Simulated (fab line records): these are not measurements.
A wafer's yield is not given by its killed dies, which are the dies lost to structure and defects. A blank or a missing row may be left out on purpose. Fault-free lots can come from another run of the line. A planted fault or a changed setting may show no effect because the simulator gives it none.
Lot-split experiment / flow n5-finfet / route with 1938 steps; 7 lots, 39 wafers read

== THE SPLIT ==
At N5_BEOL_M1_HM_DEP_02 (deposits TiN, target thk 20 nm), the setting target-thk-a was moved away from the recipe's 200 angstrom on 15 of the 39 wafers read, by -37.9% to +47.7%. All remaining wafers had this setting at the recipe value.

== FROM THE SPLIT TO THE READING: what the file shows between them, 4 steps ==
- N5_BEOL_M1_COAT_61: time 60 s, resist thk 60 nm
- N5_BEOL_M1_COAT_62: time 60 s, resist thk 12 nm
- N5_BEOL_M1_STRIP_75: strips in N2/H2
- N5_BEOL_M1_STRIP_66: strips in CF4

== THE READING ==
etch.depth-nm (the simulator's own value, which no gauge read), in nm, at N5_BEOL_M1_HM_OPEN_17 (chemistry Cl2/BCl3, target TiN, target depth 20 nm, overetch 6 nm). The file does not state a usual value for it. Average 19.98 nm, standard deviation 0.33 nm, over the 24 wafers here run with the recipe.

wafer=L077.1; tool, chamber at the split=pvd-sputter-02, -; target-thk-a as run, angstrom=200; against the recipe=recipe; etch.depth-nm, nm=20.65; against lot-mates on the recipe=-
wafer=L077.2; tool, chamber at the split=pvd-sputter-02, -; target-thk-a as run, angstrom=200; against the recipe=recipe; etch.depth-nm, nm=20.33; against lot-mates on the recipe=-
wafer=L077.3; tool, chamber at the split=pvd-sputter-02, -; target-thk-a as run, angstrom=200; against the recipe=recipe; etch.depth-nm, nm=20.11; against lot-mates on the recipe=-
wafer=L077.4; tool, chamber at the split=pvd-sputter-02, -; target-thk-a as run, angstrom=143; against the recipe=-28.5%; etch.depth-nm, nm=14.66; against lot-mates on the recipe=-5.70
wafer=L077.5; tool, chamber at the split=pvd-sputter-02, -; target-thk-a as run, angstrom=143; against the recipe=-28.5%; etch.depth-nm, nm=14.6; against lot-mates on the recipe=-5.76
wafer=L077.6; tool, chamber at the split=pvd-sputter-02, -; target-thk-a as run, angstrom=143; against the recipe=-28.5%; etch.depth-nm, nm=14.58; against lot-mates on the recipe=-5.78
wafer=L078.1; tool, chamber at the split=pvd-sputter-03, -; target-thk-a as run, angstrom=295.3; against the recipe=+47.7%; etch.depth-nm, nm=25.8; against lot-mates on the recipe=+6.11
wafer=L078.2; tool, chamber at the split=pvd-sputter-03, -; target-thk-a as run, angstrom=200; against the recipe=recipe; etch.depth-nm, nm=19.75; against lot-mates on the recipe=-
wafer=L078.3; tool, chamber at the split=pvd-sputter-03, -; target-thk-a as run, angstrom=200; against the recipe=recipe; etch.depth-nm, nm=19.65; against lot-mates on the recipe=-
wafer=L078.4; tool, chamber at the split=pvd-sputter-03, -; target-thk-a as run, angstrom=295.3; against the recipe=+47.7%; etch.depth-nm, nm=25.72; against lot-mates on the recipe=+6.03
wafer=L078.5; tool, chamber at the split=pvd-sputter-03, -; target-thk-a as run, angstrom=295.3; against the recipe=+47.7%; etch.depth-nm, nm=25.78; against lot-mates on the recipe=+6.09
wafer=L078.6; tool, chamber at the split=pvd-sputter-03, -; target-thk-a as run, angstrom=200; against the recipe=recipe; etch.depth-nm, nm=19.66; against lot-mates on the recipe=-
wafer=L083.1; tool, chamber at the split=pvd-sputter-01, -; target-thk-a as run, angstrom=132.8; against the recipe=-33.6%; etch.depth-nm, nm=12.73; against lot-mates on the recipe=-6.88
wafer=L083.2; tool, chamber at the split=pvd-sputter-01, -; target-thk-a as run, angstrom=200; against the recipe=recipe; etch.depth-nm, nm=19.73; against lot-mates on the recipe=-
wafer=L083.3; tool, chamber at the split=pvd-sputter-01, -; target-thk-a as run, angstrom=200; against the recipe=recipe; etch.depth-nm, nm=19.46; against lot-mates on the recipe=-
wafer=L083.4; tool, chamber at the split=pvd-sputter-01, -; target-thk-a as run, angstrom=200; against the recipe=recipe; etch.depth-nm, nm=19.64; against lot-mates on the recipe=-
wafer=L083.5; tool, chamber at the split=pvd-sputter-01, -; target-thk-a as run, angstrom=132.8; against the recipe=-33.6%; etch.depth-nm, nm=12.78; against lot-mates on the recipe=-6.83
wafer=L083.6; tool, chamber at the split=pvd-sputter-01, -; target-thk-a as run, angstrom=132.8; against the recipe=-33.6%; etch.depth-nm, nm=13.1; against lot-mates on the recipe=-6.51
wafer=L086.1; tool, chamber at the split=pvd-sputter-01, -; target-thk-a as run, angstrom=200; against the recipe=recipe; etch.depth-nm, nm=19.71; against lot-mates on the recipe=-
wafer=L086.3; tool, chamber at the split=pvd-sputter-01, -; target-thk-a as run, angstrom=200; against the recipe=recipe; etch.depth-nm, nm=19.81; against lot-mates on the recipe=-
wafer=L086.6; tool, chamber at the split=pvd-sputter-01, -; target-thk-a as run, angstrom=200; against the recipe=recipe; etch.depth-nm, nm=20; against lot-mates on the recipe=-
wafer=L093.1; tool, chamber at the split=pvd-sputter-03, -; target-thk-a as run, angstrom=200; against the recipe=recipe; etch.depth-nm, nm=20.02; against lot-mates on the recipe=-
wafer=L093.2; tool, chamber at the split=pvd-sputter-03, -; target-thk-a as run, angstrom=200; against the recipe=recipe; etch.depth-nm, nm=20.16; against lot-mates on the recipe=-
wafer=L093.3; tool, chamber at the split=pvd-sputter-03, -; target-thk-a as run, angstrom=271.7; against the recipe=+35.9%; etch.depth-nm, nm=25.9; against lot-mates on the recipe=+5.96
wafer=L093.4; tool, chamber at the split=pvd-sputter-03, -; target-thk-a as run, angstrom=200; against the recipe=recipe; etch.depth-nm, nm=19.63; against lot-mates on the recipe=-
wafer=L093.5; tool, chamber at the split=pvd-sputter-03, -; target-thk-a as run, angstrom=271.7; against the recipe=+35.9%; etch.depth-nm, nm=25.82; against lot-mates on the recipe=+5.88
wafer=L093.6; tool, chamber at the split=pvd-sputter-03, -; target-thk-a as run, angstrom=271.7; against the recipe=+35.9%; etch.depth-nm, nm=25.06; against lot-mates on the recipe=+5.12
wafer=L094.1; tool, chamber at the split=pvd-sputter-02, -; target-thk-a as run, angstrom=200; against the recipe=recipe; etch.depth-nm, nm=20.3; against lot-mates on the recipe=-
wafer=L094.2; tool, chamber at the split=pvd-sputter-02, -; target-thk-a as run, angstrom=200; against the recipe=recipe; etch.depth-nm, nm=19.96; against lot-mates on the recipe=-
wafer=L094.3; tool, chamber at the split=pvd-sputter-02, -; target-thk-a as run, angstrom=200; against the recipe=recipe; etch.depth-nm, nm=20.61; against lot-mates on the recipe=-
wafer=L094.4; tool, chamber at the split=pvd-sputter-02, -; target-thk-a as run, angstrom=200; against the recipe=recipe; etch.depth-nm, nm=20.27; against lot-mates on the recipe=-
wafer=L094.5; tool, chamber at the split=pvd-sputter-02, -; target-thk-a as run, angstrom=200; against the recipe=recipe; etch.depth-nm, nm=20.6; against lot-mates on the recipe=-
wafer=L094.6; tool, chamber at the split=pvd-sputter-02, -; target-thk-a as run, angstrom=200; against the recipe=recipe; etch.depth-nm, nm=19.99; against lot-mates on the recipe=-
wafer=L097.1; tool, chamber at the split=pvd-sputter-01, -; target-thk-a as run, angstrom=124.2; against the recipe=-37.9%; etch.depth-nm, nm=12.09; against lot-mates on the recipe=-7.76
wafer=L097.2; tool, chamber at the split=pvd-sputter-01, -; target-thk-a as run, angstrom=200; against the recipe=recipe; etch.depth-nm, nm=19.95; against lot-mates on the recipe=-
wafer=L097.3; tool, chamber at the split=pvd-sputter-01, -; target-thk-a as run, angstrom=124.2; against the recipe=-37.9%; etch.depth-nm, nm=12.37; against lot-mates on the recipe=-7.48
wafer=L097.4; tool, chamber at the split=pvd-sputter-01, -; target-thk-a as run, angstrom=200; against the recipe=recipe; etch.depth-nm, nm=19.87; against lot-mates on the recipe=-
wafer=L097.5; tool, chamber at the split=pvd-sputter-01, -; target-thk-a as run, angstrom=200; against the recipe=recipe; etch.depth-nm, nm=19.74; against lot-mates on the recipe=-
wafer=L097.6; tool, chamber at the split=pvd-sputter-01, -; target-thk-a as run, angstrom=124.2; against the recipe=-37.9%; etch.depth-nm, nm=12.18; against lot-mates on the recipe=-7.67

THE FIT
A straight line over all 39 wafers: etch.depth-nm changes by +0.167 nm for each +1% of target-thk-a; r = +0.98; the points scatter about the line by 0.79 nm.
The same after taking each lot's own level away (the mean of its wafers on the recipe; 39 wafers): +0.168 nm for each +1%; r = +0.99; scatter 0.67 nm.
Per that fit: largest target-thk-a move, reading shift of 8 nm.
From 19.610 to 20.363 nm: that is the span of the lots' own levels, equal to 2.3 times the standard deviation above.
So the lot-to-lot level changes the slope little: the two slopes agree.
Check: for one of the wafers moved furthest among these (+47.7%), held out of the fit, the line's prediction against its lot-mates is +7.82 nm. It came out at +6.11 nm against them.

== OTHER SPLITS APPLIED TO THESE WAFERS ==
Before the reading, these wafers also passed through other splits. Each is held against what the fit with the lots' levels taken away leaves over:
other split on the same wafers=N5_FIN_SAQP_DESCUM_21 time-s; wafers away from the commonest value=15; r with etch.depth-nm (lot level and that fit taken away)=-0.07
other split on the same wafers=N5_SDB_ALD_29 ald-cycles; wafers away from the commonest value=12; r with etch.depth-nm (lot level and that fit taken away)=+0.09
other split on the same wafers=N5_MOL_CONTACT_COAG_CVD_140 target-thk-a; wafers away from the commonest value=15; r with etch.depth-nm (lot level and that fit taken away)=+0.05

== THE WHOLE CHAIN: every reading that the file lists as answering this split, in the file's order ==
step=N5_BEOL_M1_HM_DEP_02; what it does=deposits TiN, target thk 20 nm; reading=TiN_of_BEOL_M1_HM_DEP_02.thk-nm (the simulator's own value, which no gauge read); change (the file's fit)=+0.2 nm for each +1% of the setting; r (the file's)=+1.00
step=N5_BEOL_M1_HM_OPEN_17; what it does=chemistry Cl2/BCl3, target TiN, target depth 20 nm, overetch 6 nm; reading=etch.depth-nm (the simulator's own value, which no gauge read); change (the file's fit)=+0.169 nm for each +1% of the setting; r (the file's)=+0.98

== THE FILE'S OWN FIT ==
etch.depth-nm changes by +0.169 nm for each +1% of target-thk-a, r = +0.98.
